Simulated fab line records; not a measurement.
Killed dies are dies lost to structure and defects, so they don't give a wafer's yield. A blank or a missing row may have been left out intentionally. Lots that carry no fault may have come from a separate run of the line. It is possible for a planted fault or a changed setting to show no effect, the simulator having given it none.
Which tool is to blame? | flow nand-harc | 6 lots, 18 wafers sampled, at 3 steps of a route of 1302

== WHAT THE GAUGES READ, wafer by wafer ==
NHARC_P_M1_CD_MEAS_09: target cd 130 nm.
lot  | measured     | on        | cd-nm (nm)
L398 | day 6 22:15  | cd-sem-03 | 129.4 130.3 130.1
L402 | day 8 18:40  | cd-sem-01 | 131.0 130.5 129.8
L405 | day 10 04:56 | cd-sem-01 | 129.6 129.5 129.6
L410 | day 12 07:13 | cd-sem-03 | 129.4 130.4 129.9
L417 | day 15 03:40 | cd-sem-03 | 130.0 129.6 130.2
L419 | day 15 22:57 | cd-sem-02 | 129.2 129.2 128.8

== WHICH TOOL RAN EACH LOT (tool, then ch and the chambers of the sampled wafers, then the start) ==
lot  | NHARC_P_M0_ANNEAL_30             | NHARC_P_M1_PEB_07
L398 | rtp-anneal-02 ch 0, day 6 20:01  | litho-track-04 ch 0, day 6 22:10
L402 | rtp-anneal-02 ch 0, day 8 16:17  | litho-track-01 ch 0, day 8 18:35
L405 | rtp-anneal-02 ch 0, day 10 02:34 | litho-track-01 ch 0, day 10 04:51
L410 | rtp-anneal-02 ch 0, day 12 05:08 | litho-track-06 ch 0, day 12 07:08
L417 | rtp-anneal-01 ch 0, day 15 01:20 | litho-track-04 ch 0, day 15 03:35
L419 | rtp-anneal-02 ch 0, day 15 20:52 | litho-track-01 ch 0, day 15 22:53
- NHARC_P_M0_ANNEAL_30: time 90 s.
- NHARC_P_M1_PEB_07: peb time 65 s.

== THE ANSWER, worked out from the rows above alone ==
Rule: the usual values come from the lots themselves. The widest of any qualifying gaps counts: lots, ordered by their means at a reading, are off when they make up no more than a third of the lots, leave a main group of 4 or more, and stand apart from it by 3 or more times the standard deviation of that group's means. Not used: any main group whose means are identical at the precision the tables above print for the reading. Also off: a lot with no number at a reading for which 4 or more lots have one. The other lots that the step has rows for count as sound.
None of the lots is off at any reading shown; this tells nothing.

== WHAT WAS PUT IN BY THE SIMULATOR ==
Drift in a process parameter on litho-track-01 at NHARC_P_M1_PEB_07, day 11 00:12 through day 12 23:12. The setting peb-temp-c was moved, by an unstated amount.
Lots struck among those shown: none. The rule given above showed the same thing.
